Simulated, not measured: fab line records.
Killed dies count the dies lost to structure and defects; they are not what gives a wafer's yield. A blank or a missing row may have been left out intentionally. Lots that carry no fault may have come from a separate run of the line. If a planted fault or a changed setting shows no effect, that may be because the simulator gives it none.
fab line records	flow n5Finfet	part 1 of 2: steps 1 to 21 of 26
record: lots: 5	wafers: 15	lastDay: 17
route steps=1938 shown BEOL_M11@1554
lots that met no fault: from a run of the same line without faults
startH: start of the lot's first displayed wafer, in hours after the record's first day	waitH: time in hours since the lot's previous step	" unchanged from the row above	L1.1+2: one row covering several wafers at once	- no value, or no start was given	* or withheld: withheld	< > ~ a bound
route shown NAME@n: a module of which the file shows steps, and the number in the route of the first	usual: mean/standard deviation of fault-free wafers	same: alike in all rows	chamber/n: place in a boat	sites: the reading at each site	_std_site: the standard deviation of these	_edge_site: the outer-site mean with the inner-site mean subtracted	radiusMm: for every site, how far away it sits from the centre of the wafer	mask NAME#n: copy n	behind: the last tool/chamber to shape the wafer	hold: reason for holding the lot/hours on hold/outcome of the hold	device: the n, p or np transistor that did not switch	end of line: the tests these same wafers got at the end of their route	where a step has no rows: the recipe by itself	killed: dies that structure and defects cost at the first sort, which is not the same as the wafer's yield	map: a wafer's dies, marking killed ones x, the rest . and places with no die _
set.NAME: setting as actually run; set.NAME@STEP: the setting as run at that earlier step	model.NAME: the simulator's own value behind a step, which no gauge read
lots seen at some steps along the route; tables by step, rows by wafer
services: when a tool's chamber went out of use (startH, in hours from the record's first day, below 0 if earlier), for how many hours, and the reason
== steps ==
step: N5_BEOL_M11_ETCH_62
recipe: chemistry: N2/H2	target: SOC	targetDepthA: 1100	overetchA: 220	maskMaterial: SiARC	tempC: 40	timeS: 165	ionEnergyEv: 200	pressureMtorr: 30	sourceW: 840	biasW: 150	n2FlowSccm: 200	h2FlowSccm: 200
usual: drypumpMotorCurrentA: 5.5/0.33	oesProductAu: 0.68/0.065	rfVppV: 524.4/2.5	showerheadPlenumPTorr: 2.56/0.089	throttleValvePct: 17.74/0.28
lot.wafer	tool	chamber	startH	waitH	drypumpMotorCurrentA	oesProductAu	rfHoursCounterH	rfVppV	showerheadPlenumPTorr	throttleValvePct
L077.2	rieDiel-01	3	261.35	0.0	5.3	0.77	19	522.3	2.49	17.45
L077.5	"	3	"	"	5.3	0.78	-	522.7	2.49	17.47
L077.6	"	0	"	"	5.9	0.68	-	524.9	2.56	17.44
L086.1	rieDiel-02	1	304.60	0.0	5.7	0.75	51	528.4	2.68	17.54
L086.2	"	3	"	"	5.9	0.58	250	524.5	2.60	18.01
L086.3	"	2	"	"	6.0	0.61	200	522.3	2.42	18.02
L092.2	rieDiel-04	2	363.10	0.0	5.5	0.61	217	526.1	2.63	17.87
L092.5	"	0	"	"	4.9	0.60	-	524.7	2.62	17.95
L092.6	"	3	"	"	5.2	0.72	-	527.3	2.70	17.48
L093.1	rieDiel-02	1	370.28	0.0	5.7	0.72	74	527.3	2.67	17.58
L093.2	"	3	"	"	5.9	0.79	6	526.6	2.59	17.54
L093.4	"	0	"	"	5.8	0.77	19	525.0	2.59	17.65
L094.3	rieDiel-01	0	373.77	0.0	5.9	0.65	126	524.0	2.55	17.52
L094.4	"	1	"	"	5.8	0.78	8	522.2	2.49	17.88
L094.5	"	0	"	"	5.9	0.66	-	524.7	2.55	17.50
step: N5_BEOL_M11_STRIP_68
recipe: chemistry: N2/H2	tempC: 40	n2FlowSccm: 200	h2FlowSccm: 200	rfFrequencyHz: 6e+07
lot.wafer	tool	chamber	startH	waitH
L077.2+5+6	rieDiel-01	3,3,0	261.49	0.1
L086.1+2+3	rieDiel-02	1,3,2	304.74	0.1
L092.2+5+6	rieDiel-04	2,0,3	363.23	0.1
L093.1+2+4	rieDiel-02	1,3,0	370.42	0.1
L094.3+4+5	rieDiel-01	0,1,0	373.91	0.1
step: N5_BEOL_M11_STRIP_67
recipe: chemistry: CF4	resist: SiARC	powerW: 300	biasPowerW: 75	pressureMtorr: 50	cf4FlowSccm: 150	rfFrequencyHz: 6e+07
usual: drypumpMotorCurrentA: 5.5/0.33	oesProductAu: 0.80/0.077	powerW: 300.1/0.81	rfVppV: 271.3/1.5	showerheadPlenumPTorr: 1.81/0.061	throttleValvePct: 13.50/0.27
lot.wafer	tool	chamber	startH	waitH	drypumpMotorCurrentA	oesProductAu	powerW	rfHoursCounterH	rfVppV	showerheadPlenumPTorr	throttleValvePct
L077.2	rieDiel-01	3	261.50	0.0	5.3	0.91	300.1	19	269.9	1.76	13.20
L077.5	"	3	"	"	5.3	0.91	299.7	-	270.5	1.76	13.20
L077.6	"	0	"	"	5.9	0.80	298.2	-	272.2	1.82	13.26
L086.1	rieDiel-02	1	304.75	0.0	5.7	0.88	300.6	51	271.2	1.89	13.35
L086.2	"	3	"	"	5.9	0.69	299.5	251	270.4	1.83	13.82
L086.3	"	2	"	"	6.0	0.71	300.3	200	269.0	1.71	13.63
L092.2	rieDiel-04	2	363.24	0.0	5.4	0.72	301.4	218	272.5	1.85	13.74
L092.5	"	0	"	"	4.9	0.70	300.5	-	272.6	1.85	13.85
L092.6	"	3	"	"	5.2	0.84	299.4	-	272.9	1.90	13.23
L093.1	rieDiel-02	1	370.43	0.0	5.7	0.84	300.0	74	272.8	1.89	13.39
L093.2	"	3	"	"	5.9	0.94	300.8	6	270.7	1.83	13.22
L093.4	"	0	"	"	5.8	0.91	300.6	19	271.3	1.82	13.28
L094.3	rieDiel-01	0	373.92	0.0	5.9	0.77	298.5	126	271.2	1.80	13.36
L094.4	"	1	"	"	5.8	0.92	301.0	8	270.9	1.76	13.50
L094.5	"	0	"	"	5.9	0.77	299.3	-	270.9	1.81	13.36
step: N5_BEOL_M11_HM_OPEN_17
recipe: chemistry: Cl2/BCl3	targetDepthA: 200	overetchA: 60	target: TiN	maskMaterial: SOC	ionEnergyEv: 150	pressureMtorr: 10	icpW: 1000	biasW: 126	Cl2_flow_sccm: 53.25	bcl3FlowSccm: 21.75	Ar_flow_sccm: 25
usual: drypumpMotorCurrentA: 5.89/0.23	oes_ar_750_au: 0.78/0.068	oesProductAu: 0.67/0.062	throttleValvePct: 22.07/0.21
lot.wafer	tool	chamber	startH	waitH	drypumpMotorCurrentA	oes_ar_750_au	oesProductAu	rfHoursCounterH	throttleValvePct
L077.2	rieMetal-03	1	261.54	0.0	6.04	0.88	0.76	10	22.19
L077.5	"	1	"	"	6.07	0.88	0.76	-	22.17
L077.6	"	0	"	"	5.77	0.81	0.70	-	21.69
L086.1	rieMetal-03	1	304.79	0.0	6.06	0.86	0.74	14	22.22
L086.2	"	0	"	"	5.82	0.80	0.69	31	21.69
L086.3	"	0	"	"	5.84	0.80	0.69	-	21.70
L092.2	rieMetal-01	1	363.28	0.0	6.14	0.73	0.62	61	22.39
L092.5	"	1	"	"	6.16	0.73	0.63	-	22.38
L092.6	"	0	"	"	5.44	0.69	0.57	-	22.03
L093.1	rieMetal-03	1	370.47	0.0	6.00	0.84	0.72	19	22.22
L093.2	"	0	"	"	5.82	0.78	0.67	36	21.69
L093.4	"	0	"	"	5.78	0.78	0.67	-	21.72
L094.3	rieMetal-02	0	373.99	0.1	5.67	0.81	0.70	-	22.23
L094.4	"	1	"	"	6.12	0.69	0.57	-	22.03
L094.5	"	0	"	"	5.68	0.82	0.68	-	22.23
step: N5_BEOL_M11_STRIP_19
recipe: chemistry: O2	powerW: 400	tempC: 40	pressureMtorr: 30	rfFrequencyHz: 6e+07	biasPowerW: 0	overashFraction: 0.2	o2FlowSccm: 225
usual: drypumpMotorCurrentA: 5.5/0.31	oesProductAu: 0.80/0.078	rfVppV: 3.7/0.63	showerheadPlenumPTorr: 2.11/0.075	throttleValvePct: 16.55/0.26
lot.wafer	tool	chamber	startH	waitH	drypumpMotorCurrentA	oesProductAu	rfHoursCounterH	rfVppV	showerheadPlenumPTorr	throttleValvePct
L077.2	rieDiel-02	1	261.65	0.1	5.7	0.92	39	3.5	2.23	16.45
L077.5	"	1	"	"	5.7	0.91	-	4.1	2.23	16.44
L077.6	"	0	"	"	5.8	0.69	-	3.5	2.15	16.83
L086.1	rieDiel-02	2	304.90	0.1	6.0	0.71	200	3.6	1.99	16.64
L086.2	"	1	"	"	5.7	0.88	51	4.3	2.22	16.45
L086.3	"	3	"	"	5.9	0.68	251	4.3	2.15	16.86
L092.2	rieDiel-01	3	363.62	0.3	5.3	0.87	52	4.0	2.05	16.41
L092.5	"	3	"	"	5.3	0.87	-	3.9	2.05	16.41
L092.6	"	0	"	"	5.9	0.78	-	2.9	2.11	16.40
L093.1	rieDiel-04	1	370.58	0.1	5.2	0.79	114	3.8	2.02	16.82
L093.2	"	3	"	"	5.2	0.85	56	4.3	2.22	16.27
L093.4	"	1	"	"	5.2	0.80	-	4.2	2.02	16.84
L094.3	rieDiel-04	3	374.07	0.1	5.2	0.85	58	3.9	2.22	16.29
L094.4	"	1	"	"	5.2	0.80	-	3.8	2.02	16.82
L094.5	"	2	"	"	5.5	0.72	-	3.6	2.16	16.78
step: N5_BEOL_M11_CD_MEAS_18
recipe: pitchNm: 140	targetCdNm: 70
usual: cdNm: 70.1/0.55
lot.wafer	tool	chamber	startH	waitH	cdNm
L077.2	cdSem-01	-	261.72	0.1	69.4
L077.5	"	-	"	"	69.4
L077.6	"	-	"	"	69.6
L086.1	cdSem-01	-	304.97	0.0	70.6
L086.2	"	-	"	"	70.3
L086.3	"	-	"	"	70.9
L092.2	cdSem-01	-	363.69	0.1	69.7
L092.5	"	-	"	"	69.9
L092.6	"	-	"	"	70.2
L093.1	cdSem-03	-	370.65	0.0	70.3
L093.2	"	-	"	"	70.4
L093.4	"	-	"	"	70.4
L094.3	cdSem-02	-	374.14	0.1	69.9
L094.4	"	-	"	"	70.0
L094.5	"	-	"	"	69.4
step: N5_BEOL_M11_COAT_63
recipe: resist: SOC	tempC: 250	timeS: 60	spinRpm: 1500	resistThkNm: 100
usual: dispensePressureKPa: 52.9/1.9
lot.wafer	tool	chamber	startH	waitH	dispensePressureKPa
L077.2	lithoTrack-04	0	261.76	0.0	52.2
L077.5	"	0	"	"	52.2
L077.6	"	0	"	"	52.2
L086.1	lithoTrack-02	0	308.26	3.3	54.6
L086.2	"	0	"	"	54.6
L086.3	"	0	"	"	54.6
L092.2	lithoTrack-04	0	366.58	2.9	52.1
L092.5	"	0	"	"	52.2
L092.6	"	0	"	"	52.1
L093.1	lithoTrack-03	0	371.52	0.9	50.1
L093.2	"	0	"	"	50.2
L093.4	"	0	"	"	50.1
L094.3	lithoTrack-03	0	375.93	1.8	50.2
L094.4	"	0	"	"	50.2
L094.5	"	0	"	"	50.2
step: N5_BEOL_M11_COAT_64
recipe: resist: SiARC	tempC: 220	timeS: 60	spinRpm: 1500	resistThkNm: 30
usual: dispensePressureKPa: 52.8/1.8
lot.wafer	tool	chamber	startH	waitH	dispensePressureKPa
L077.2	lithoTrack-04	0	-	-	52.2
L077.5	"	0	"	"	52.2
L077.6	"	0	"	"	52.2
L086.1	lithoTrack-02	0	-	-	54.5
L086.2	"	0	"	"	54.6
L086.3	"	0	"	"	54.5
L092.2	lithoTrack-04	0	-	-	52.1
L092.5	"	0	"	"	52.1
L092.6	"	0	"	"	52.1
L093.1	lithoTrack-03	0	-	-	50.1
L093.2	"	0	"	"	50.1
L093.4	"	0	"	"	50.1
L094.3	lithoTrack-03	0	-	-	50.2
L094.4	"	0	"	"	50.1
L094.5	"	0	"	"	50.1
step: N5_BEOL_M11_COAT_22
recipe: resist: CAR-ArF	spinRpm: 1500	resistThkNm: 90
usual: dispensePressureKPa: 52.8/1.8
lot.wafer	tool	chamber	startH	waitH	dispensePressureKPa
L077.2	lithoTrack-04	0	-	-	52.1
L077.5	"	0	"	"	52.1
L077.6	"	0	"	"	52.1
L086.1	lithoTrack-02	0	-	-	54.5
L086.2	"	0	"	"	54.4
L086.3	"	0	"	"	54.5
L092.2	lithoTrack-04	0	-	-	52.2
L092.5	"	0	"	"	52.1
L092.6	"	0	"	"	52.1
L093.1	lithoTrack-03	0	-	-	50.1
L093.2	"	0	"	"	50.1
L093.4	"	0	"	"	50.1
L094.3	lithoTrack-03	0	-	-	50.1
L094.4	"	0	"	"	50.1
L094.5	"	0	"	"	50.1
step: N5_BEOL_M11_EBR_24
recipe: solvent: PGMEA	ebrWidthMm: 1.5
lot.wafer	tool	chamber	startH	waitH
L077.2+5+6	lithoTrack-04	0	-	-
L086.1+2+3	lithoTrack-02	0	-	-
L092.2+5+6	lithoTrack-04	0	-	-
L093.1+2+4	lithoTrack-03	0	-	-
L094.3+4+5	lithoTrack-03	0	-	-
step: N5_BEOL_M11_SOFTBAKE_23
recipe: tempC: 110	timeS: 60	resist: CAR-ArF
lot.wafer	tool	chamber	startH	waitH
L077.2+5+6	lithoTrack-04	0	-	-
L086.1+2+3	lithoTrack-02	0	-	-
L092.2+5+6	lithoTrack-04	0	-	-
L093.1+2+4	lithoTrack-03	0	-	-
L094.3+4+5	lithoTrack-03	0	-	-
step: N5_BEOL_M11_EXPOSE_25
recipe: maskId: V10	na: 1.35	sourceShape: annular	sigmaInner: 0.5	sigmaOuter: 0.8	polarization: unpolarized	doseMj: 85.5
lot.wafer	tool	chamber	startH	waitH	mask
L077.2+5+6	arfiScanner-02	0	262.01	-	V10#0
L086.1+2+3	arfiScanner-02	0	308.50	-	V10#0
L092.2+5+6	arfiScanner-02	0	366.83	-	V10#0
L093.1+2+4	arfiScanner-02	0	371.64	-	V10#0
L094.3+4+5	arfiScanner-02	0	376.52	-	V10#0
step: N5_BEOL_M11_PEB_26
recipe: pebTempC: withheld	pebTimeS: 60	resist: CAR-ArF
lot.wafer	tool	chamber	startH	waitH
L077.2+5+6	lithoTrack-03	0	262.07	0.1
L086.1+2+3	lithoTrack-04	0	308.57	0.1
L092.2+5+6	lithoTrack-04	0	366.88	0.1
L093.1+2+4	lithoTrack-02	0	371.71	0.1
L094.3+4+5	lithoTrack-04	0	376.57	0.0
step: N5_BEOL_M11_DEVELOP_27
recipe: developTimeS: 30	developer: TMAH	resist: CAR-ArF	rinseLiquid: diw	dry: airSpin	devTempC: 23
same: developTimeS: 30
lot.wafer	tool	chamber	startH	waitH
L077.2+5+6	lithoTrack-03	0	-	-
L086.1+2+3	lithoTrack-04	0	-	-
L092.2+5+6	lithoTrack-04	0	-	-
L093.1+2+4	lithoTrack-02	0	-	-
L094.3+4+5	lithoTrack-04	0	-	-
step: N5_BEOL_M11_CD_MEAS_28
recipe: targetCdNm: 70	landingEnergyEv: 500	detector: seInlens	polarity: opening
usual: cdNm: 69.7/0.91
lot.wafer	tool	chamber	startH	waitH	cdNm
L077.2	cdSem-02	0	262.13	-	71.1
L077.5	"	0	"	"	70.8
L077.6	"	0	"	"	70.8
L086.1	cdSem-03	0	308.63	-	67.3
L086.2	"	0	"	"	68.8
L086.3	"	0	"	"	68.3
L092.2	cdSem-03	0	366.95	-	71.2
L092.5	"	0	"	"	70.5
L092.6	"	0	"	"	70.7
L093.1	cdSem-03	0	371.77	-	69.7
L093.2	"	0	"	"	68.9
L093.4	"	0	"	"	70.0
L094.3	cdSem-01	0	376.64	-	69.6
L094.4	"	0	"	"	69.4
L094.5	"	0	"	"	70.7
step: N5_BEOL_M11_OVL_MEAS_29
recipe: pointsPerWafer: 44
usual: V10_OVL: 0.2/0.9
lot.wafer	tool	chamber	startH	waitH	V10_OVL[nm]
L077.2	overlay-02	0	262.16	0.0	0.0
L077.5	"	0	"	"	1.7
L077.6	"	0	"	"	1.3
L086.1	overlay-02	0	308.66	0.0	1.7
L086.2	"	0	"	"	2.2
L086.3	"	0	"	"	0.6
L092.2	overlay-01	0	366.98	0.0	-0.2
L092.5	"	0	"	"	0.2
L092.6	"	0	"	"	-0.2
L093.1	overlay-02	0	371.80	0.0	0.4
L093.2	"	0	"	"	0.3
L093.4	"	0	"	"	0.3
L094.3	overlay-02	0	376.66	0.0	0.7
L094.4	"	0	"	"	1.5
L094.5	"	0	"	"	-0.2
step: N5_BEOL_M11_INSPECT_30
recipe: mode: adi	inspectInstrument: brightfield
usual: rawDefectCount: 406/97
lot.wafer	tool	chamber	startH	waitH	rawDefectCount
L077.2	defectInspect-02	-	262.19	0.0	361
L077.5	"	-	"	"	345
L077.6	"	-	"	"	241
L086.1	defectInspect-02	-	308.69	0.0	393
L086.2	"	-	"	"	577
L086.3	"	-	"	"	301
L092.2	defectInspect-02	-	367.01	0.0	385
L092.5	"	-	"	"	371
L092.6	"	-	"	"	448
L093.1	defectInspect-01	-	371.83	0.0	479
L093.2	"	-	"	"	265
L093.4	"	-	"	"	373
L094.3	defectInspect-02	-	376.69	0.0	443
L094.4	"	-	"	"	561
L094.5	"	-	"	"	459
step: N5_BEOL_M11_DESCUM_33
recipe: chemistry: O2	timeS: 7.9	sourcePowerW: 50	biasPowerW: 20	pressureMtorr: 20	rfFrequencyHz: 2.712e+07	tempC: 40	resist: CAR-ArF	o2FlowSccm: 225
usual: drypumpMotorCurrentA: 5.5/0.32	oesProductAu: 0.81/0.082	rfVppV: 243.5/1.4	showerheadPlenumPTorr: 2.11/0.077	throttleValvePct: 20.32/0.24
lot.wafer	tool	chamber	startH	waitH	drypumpMotorCurrentA	oesProductAu	rfHoursCounterH	rfVppV	showerheadPlenumPTorr	throttleValvePct
L077.2	rieDiel-01	0	262.48	0.3	5.8	0.80	90	243.2	2.12	20.09
L077.5	"	3	"	"	5.3	0.92	-	244.0	2.06	20.14
L077.6	"	1	"	"	5.8	0.70	-	244.7	2.06	20.88
L086.1	rieDiel-04	1	308.72	0.0	5.2	0.82	94	241.8	2.02	20.56
L086.2	"	3	"	"	5.2	0.88	37	245.8	2.22	20.00
L086.3	"	0	"	"	4.9	0.70	230	243.4	2.16	20.50
L092.2	rieDiel-02	1	367.29	0.3	5.7	0.86	74	244.8	2.21	20.30
L092.5	"	3	"	"	5.9	0.95	-	243.6	2.14	20.19
L092.6	"	0	"	"	5.8	0.93	-	243.4	2.13	20.19
L093.1	rieDiel-04	2	371.86	0.0	5.5	0.72	220	245.1	2.16	20.49
L093.2	"	3	"	"	5.2	0.85	56	245.6	2.21	20.04
L093.4	"	1	"	"	5.2	0.79	-	242.1	2.01	20.58
L094.3	rieDiel-02	3	377.32	0.6	5.9	0.94	7	243.9	2.14	20.19
L094.4	"	2	"	"	6.0	0.70	225	241.3	1.97	20.42
L094.5	"	1	"	"	5.7	0.85	-	245.5	2.21	20.29
step: N5_BEOL_M11_ETCH_65
recipe: chemistry: CF4	target: SiARC	targetDepthA: 390	maskMaterial: CAR-ArF	timeS: 65	ionEnergyEv: 80	pressureMtorr: 40	sourceW: 545	biasW: 36	Ar_flow_sccm: 100	cf4FlowSccm: 100	ends: cleared
usual: drypumpMotorCurrentA: 5.5/0.32	etchRfOnTimeS: 64.6/0.92	oesProductAu: 0.69/0.069	rfVppV: 184.3/1.2	showerheadPlenumPTorr: 2.16/0.074	throttleValvePct: 15.52/0.24
lot.wafer	tool	chamber	startH	waitH	drypumpMotorCurrentA	etchRfOnTimeS	oesProductAu	rfHoursCounterH	rfVppV	showerheadPlenumPTorr	throttleValvePct
L077.2	rieDiel-01	0	262.52	0.0	5.9	64.4	0.69	90	185.6	2.16	15.29
L077.5	"	3	"	"	5.3	64.1	0.78	-	184.0	2.10	15.26
L077.6	"	1	"	"	5.8	64.8	0.61	-	181.7	2.12	16.06
L086.1	rieDiel-04	1	308.76	0.0	5.2	63.1	0.71	94	182.8	2.07	15.70
L086.2	"	3	"	"	5.2	64.6	0.75	37	186.1	2.27	15.21
L086.3	"	0	"	"	4.9	66.0	0.61	230	185.8	2.20	15.77
L092.2	rieDiel-02	1	367.33	0.0	5.7	64.5	0.73	74	185.2	2.26	15.46
L092.5	"	3	"	"	5.9	64.7	0.82	-	185.0	2.18	15.29
L092.6	"	0	"	"	5.8	63.1	0.79	-	184.0	2.18	15.37
L093.1	rieDiel-04	2	371.90	0.0	5.5	65.1	0.61	220	183.6	2.20	15.75
L093.2	"	3	"	"	5.1	63.6	0.73	56	185.4	2.26	15.26
L093.4	"	1	"	"	5.2	64.0	0.69	-	182.6	2.07	15.73
L094.3	rieDiel-02	3	377.36	0.0	5.9	64.0	0.80	7	186.0	2.18	15.30
L094.4	"	2	"	"	6.0	64.8	0.59	225	183.7	2.03	15.71
L094.5	"	1	"	"	5.7	63.7	0.74	-	185.5	2.26	15.44
step: N5_BEOL_M11_ETCH_66
recipe: chemistry: N2/H2	target: SOC	targetDepthA: 1200	overetchA: 240	maskMaterial: SiARC	tempC: 40	timeS: 180	ionEnergyEv: 200	pressureMtorr: 30	sourceW: 840	biasW: 150	n2FlowSccm: 200	h2FlowSccm: 200
usual: drypumpMotorCurrentA: 5.5/0.32	oesProductAu: 0.65/0.061	rfVppV: 524.4/2.6	showerheadPlenumPTorr: 2.56/0.093	throttleValvePct: 17.72/0.26
lot.wafer	tool	chamber	startH	waitH	drypumpMotorCurrentA	oesProductAu	rfHoursCounterH	rfVppV	showerheadPlenumPTorr	throttleValvePct
L077.2	rieDiel-01	0	262.57	0.0	5.8	0.65	90	524.3	2.56	17.44
L077.5	"	3	"	"	5.3	0.74	-	522.3	2.49	17.47
L077.6	"	1	"	"	5.8	0.57	-	524.0	2.50	18.33
L086.1	rieDiel-04	1	308.81	0.0	5.2	0.66	94	522.6	2.45	17.94
L086.2	"	3	"	"	5.2	0.70	37	528.6	2.71	17.45
L086.3	"	0	"	"	4.9	0.58	230	526.6	2.63	17.90
L092.2	rieDiel-02	1	367.38	0.0	5.7	0.68	74	528.3	2.67	17.58
L092.5	"	3	"	"	5.9	0.76	-	525.8	2.59	17.54
L092.6	"	0	"	"	5.8	0.74	-	525.7	2.59	17.64
L093.1	rieDiel-04	2	371.95	0.0	5.5	0.58	220	525.9	2.62	17.89
L093.2	"	3	"	"	5.2	0.68	56	527.2	2.70	17.50
L093.4	"	1	"	"	5.2	0.64	-	521.8	2.45	17.99
L094.3	rieDiel-02	3	377.41	0.0	5.9	0.75	7	525.8	2.59	17.57
L094.4	"	2	"	"	6.0	0.57	225	520.7	2.41	18.05
L094.5	"	1	"	"	5.7	0.69	-	526.8	2.67	17.58
step: N5_BEOL_M11_STRIP_69
recipe: chemistry: N2/H2	tempC: 40	n2FlowSccm: 200	h2FlowSccm: 200	rfFrequencyHz: 6e+07
lot.wafer	tool	chamber	startH	waitH
L077.2+5+6	rieDiel-01	0,3,1	262.68	0.1
L086.1+2+3	rieDiel-04	1,3,0	308.92	0.1
L092.2+5+6	rieDiel-02	1,3,0	367.49	0.1
L093.1+2+4	rieDiel-04	2,3,1	372.06	0.1
L094.3+4+5	rieDiel-02	3,2,1	377.52	0.1
